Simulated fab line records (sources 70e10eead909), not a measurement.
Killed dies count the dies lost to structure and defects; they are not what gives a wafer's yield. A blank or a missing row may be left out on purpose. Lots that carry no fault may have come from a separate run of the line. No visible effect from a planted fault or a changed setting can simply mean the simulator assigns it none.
Which tool did it? | flow nand-harc | 12 lots, 36 wafers sampled, at 5 steps of a route of 1302

WHAT EACH GAUGE READ, for each wafer
NHARC_END_SORT_01.
lot  | measured     | on        | killed-at-array | killed-at-other | killed-at-periphery | killed-dies | killed-open | killed-short
L466 | day 31 01:42 | prober-01 | 629 70 69       | 1 0 0           | 8 10 4              | 638 80 73   | 0 2 5       | 2 4 2
L468 | day 31 23:45 | prober-01 | 42 625 38       | 4 2 6           | 10 11 14            | 56 638 58   | 2 5 4       | 1 3 1

EACH LOT AND THE TOOL THAT RAN IT (in order: tool; ch and the chambers of the sampled wafers; start)
lot  | NHARC_A_STAIRCASE_STRIP_205          | NHARC_A_STAIRCASE_ETCH_232                    | NHARC_A_STAIRCASE_ETCH_234         | NHARC_A_STAIRCASE_STRIP_238
L451 | plasma-asher-02 ch 0,1, day 16 08:00 | rie-diel-10 ch 0,1, day 16 11:35 or earlier   | rie-diel-10 ch 0,1,2, day 16 11:35 | plasma-asher-02 ch 0,1, day 16 12:02
L455 | plasma-asher-02 ch 0,1, day 17 14:53 | rie-diel-10 ch 0,1,2, day 17 18:17 or earlier | rie-diel-10 ch 0,1,3, day 17 18:17 | plasma-asher-01 ch 0,1, day 17 18:42
L456 | plasma-asher-01 ch 0,1, day 18 06:54 | rie-diel-10 ch 0,1, day 18 09:55 or earlier   | rie-diel-10 ch 0,1,2, day 18 09:55 | plasma-asher-02 ch 0,1, day 18 10:25
L458 | plasma-asher-01 ch 0,1, day 18 17:13 | rie-diel-04 ch 0,1,2, day 18 20:45 or earlier | rie-diel-04 ch 0,2,3, day 18 20:45 | plasma-asher-01 ch 0,1, day 18 21:10
L459 | plasma-asher-01 ch 0,1, day 19 16:32 | rie-diel-04 ch 1,2,3, day 19 19:56 or earlier | rie-diel-04 ch 0,1,3, day 19 19:56 | plasma-asher-01 ch 0,1, day 19 20:21
L460 | plasma-asher-02 ch 0,1, day 19 23:09 | rie-diel-07 ch 0,2,3, day 20 05:17 or earlier | rie-diel-07 ch 1,3, day 20 05:17   | plasma-asher-01 ch 0,1, day 20 05:44
L461 | plasma-asher-01 ch 0,1, day 20 14:17 | rie-diel-10 ch 0,2,3, day 20 17:32 or earlier | rie-diel-10 ch 0,1,2, day 20 17:32 | plasma-asher-02 ch 0,1, day 20 17:56
L462 | plasma-asher-01 ch 0,1, day 20 20:07 | rie-diel-04 ch 0,1,3, day 20 23:12 or earlier | rie-diel-04 ch 1,2,3, day 20 23:12 | plasma-asher-02 ch 0,1, day 20 23:41
L463 | plasma-asher-02 ch 0,1, day 21 15:48 | rie-diel-07 ch 0,3, day 21 19:03 or earlier   | rie-diel-07 ch 0,1,2, day 21 19:03 | plasma-asher-01 ch 0,1, day 21 19:34
L466 | plasma-asher-02 ch 0,1, day 22 19:49 | rie-diel-07 ch 0,2,3, day 22 23:17 or earlier | rie-diel-07 ch 1,2,3, day 22 23:17 | plasma-asher-02 ch 0,1, day 22 23:43
L467 | plasma-asher-02 ch 0,1, day 23 06:29 | rie-diel-10 ch 0,1,3, day 23 12:32 or earlier | rie-diel-10 ch 0,3, day 23 12:32   | plasma-asher-01 ch 0,1, day 23 13:05
L468 | plasma-asher-01 ch 0, day 23 06:44   | rie-diel-07 ch 0,3, day 23 11:49 or earlier   | rie-diel-07 ch 0,1,3, day 23 11:49 | plasma-asher-02 ch 0,1, day 23 12:16
- NHARC_A_STAIRCASE_STRIP_205: strips in O2.
- NHARC_A_STAIRCASE_ETCH_232: etches the open film in C4F8/O2, target depth 100 nm, time 40.5 s.
- NHARC_A_STAIRCASE_ETCH_234: etches the open film in C4F8/O2, target depth 100 nm, time 40.5 s.
- NHARC_A_STAIRCASE_STRIP_238: strips in O2.

AS READ BY THE TOOLS THEMSELVES (means over the sampled wafers that have a number; for cases with no such wafer, the mark the record gives instead)
NHARC_A_STAIRCASE_STRIP_205.
lot  | tool            | drypump-motor-current-A (A) | heater-power-w (W) | temp-c (C)
L451 | plasma-asher-02 | 5.41                        | 296                | 249.86
L455 | plasma-asher-02 | 5.41                        | 297                | 249.98
L456 | plasma-asher-01 | 5.49                        | 310                | 249.89
L458 | plasma-asher-01 | 5.61                        | 326                | 249.91
L459 | plasma-asher-01 | 5.61                        | 320                | 250.06
L460 | plasma-asher-02 | 5.40                        | 292                | 249.91
L461 | plasma-asher-01 | 5.50                        | 309                | 250.03
L462 | plasma-asher-01 | 5.61                        | 319                | 249.97
L463 | plasma-asher-02 | 5.16                        | 309                | 249.98
L466 | plasma-asher-02 | 5.40                        | 292                | 249.72
L467 | plasma-asher-02 | 5.16                        | 304                | 250.16
L468 | plasma-asher-01 | 5.38                        | 295                | 250.03

NHARC_A_STAIRCASE_ETCH_232.
lot  | tool        | oes-product-au (a.u.) | rf-fwd-power-W (W) | rf-vpp-V (V)
L451 | rie-diel-10 | 0.948                 | 594                | 895
L455 | rie-diel-10 | 0.935                 | 592                | 891
L456 | rie-diel-10 | 0.944                 | 590                | 895
L458 | rie-diel-04 | 0.952                 | 593                | 896
L459 | rie-diel-04 | 0.940                 | 595                | 893
L460 | rie-diel-07 | 0.941                 | 588                | 896
L461 | rie-diel-10 | 0.959                 | 594                | 892
L462 | rie-diel-04 | 0.942                 | 591                | 897
L463 | rie-diel-07 | 0.938                 | 588                | 894
L466 | rie-diel-07 | 0.940                 | 587                | 895
L467 | rie-diel-10 | 0.941                 | 594                | 893
L468 | rie-diel-07 | 0.943                 | 588                | 898

NHARC_A_STAIRCASE_ETCH_234.
lot  | tool        | oes-product-au (a.u.) | rf-fwd-power-W (W) | rf-vpp-V (V)
L451 | rie-diel-10 | 0.953                 | 594                | 892
L455 | rie-diel-10 | 0.948                 | 592                | 893
L456 | rie-diel-10 | 0.952                 | 593                | 893
L458 | rie-diel-04 | 0.955                 | 592                | 899
L459 | rie-diel-04 | 0.947                 | 592                | 898
L460 | rie-diel-07 | 0.937                 | 592                | 892
L461 | rie-diel-10 | 0.954                 | 594                | 892
L462 | rie-diel-04 | 0.951                 | 594                | 893
L463 | rie-diel-07 | 0.938                 | 589                | 897
L466 | rie-diel-07 | 0.890                 | 591                | 892
L467 | rie-diel-10 | 0.939                 | 594                | 894
L468 | rie-diel-07 | 0.895                 | 591                | 896

NHARC_A_STAIRCASE_STRIP_238.
lot  | tool            | drypump-motor-current-A (A) | heater-power-w (W) | temp-c (C)
L451 | plasma-asher-02 | 5.4                         | 297                | 250.01
L455 | plasma-asher-01 | 5.6                         | 319                | 250.04
L456 | plasma-asher-02 | 5.4                         | 298                | 250.14
L458 | plasma-asher-01 | 5.6                         | 327                | 250.05
L459 | plasma-asher-01 | 5.6                         | 325                | 249.91
L460 | plasma-asher-01 | 5.6                         | 323                | 249.90
L461 | plasma-asher-02 | 5.1                         | 309                | 250.04
L462 | plasma-asher-02 | 5.4                         | 288                | 249.99
L463 | plasma-asher-01 | 5.6                         | 323                | 250.01
L466 | plasma-asher-02 | 5.1                         | 310                | 249.83
L467 | plasma-asher-01 | 5.5                         | 312                | 249.92
L468 | plasma-asher-02 | 5.1                         | 304                | 250.09

THE ANSWER, worked out from the rows above alone
Rule: what is usual is taken from the lots themselves. The widest of any qualifying gaps counts: lots, ordered by their means at a reading, are off when they make up no more than a third of the lots, leave a main group of 4 or more, and stand apart from it by 3 or more times the standard deviation of that group's means. Not used: any main group whose means are identical at the precision the tables above print for the reading. A lot without any number at a reading at which 4 lots or more have one is off too. Any other lot the step has rows for is counted as sound. The gauges are gone through in route order, then the tools' own readings, and for those a lot's mean is taken as printed above. The first step at which some lot is off is used, and at that step the reading that is off furthest; a lot without a number counts as furthest.
Off at NHARC_A_STAIRCASE_ETCH_234 (oes-product-au): L466, L468. Main group: mean 0.947 a.u., sd 0.0066.
A tool fits if, at that step or a process step before it, it ran every lot that is off, and no sound lot after the first of them. NHARC_A_STAIRCASE_ETCH_232 gives no start for some lots, so the hours and the order of its lots are those of NHARC_A_STAIRCASE_ETCH_234. One candidate fits, namely rie-diel-07 at NHARC_A_STAIRCASE_ETCH_232 and NHARC_A_STAIRCASE_ETCH_234. At NHARC_A_STAIRCASE_ETCH_232 its last sound lot is L463 (day 21 19:03), its first lot that is off L466 (day 22 23:17): a fault that began between those two fits.

WHAT THE SIMULATOR HAD INSERTED
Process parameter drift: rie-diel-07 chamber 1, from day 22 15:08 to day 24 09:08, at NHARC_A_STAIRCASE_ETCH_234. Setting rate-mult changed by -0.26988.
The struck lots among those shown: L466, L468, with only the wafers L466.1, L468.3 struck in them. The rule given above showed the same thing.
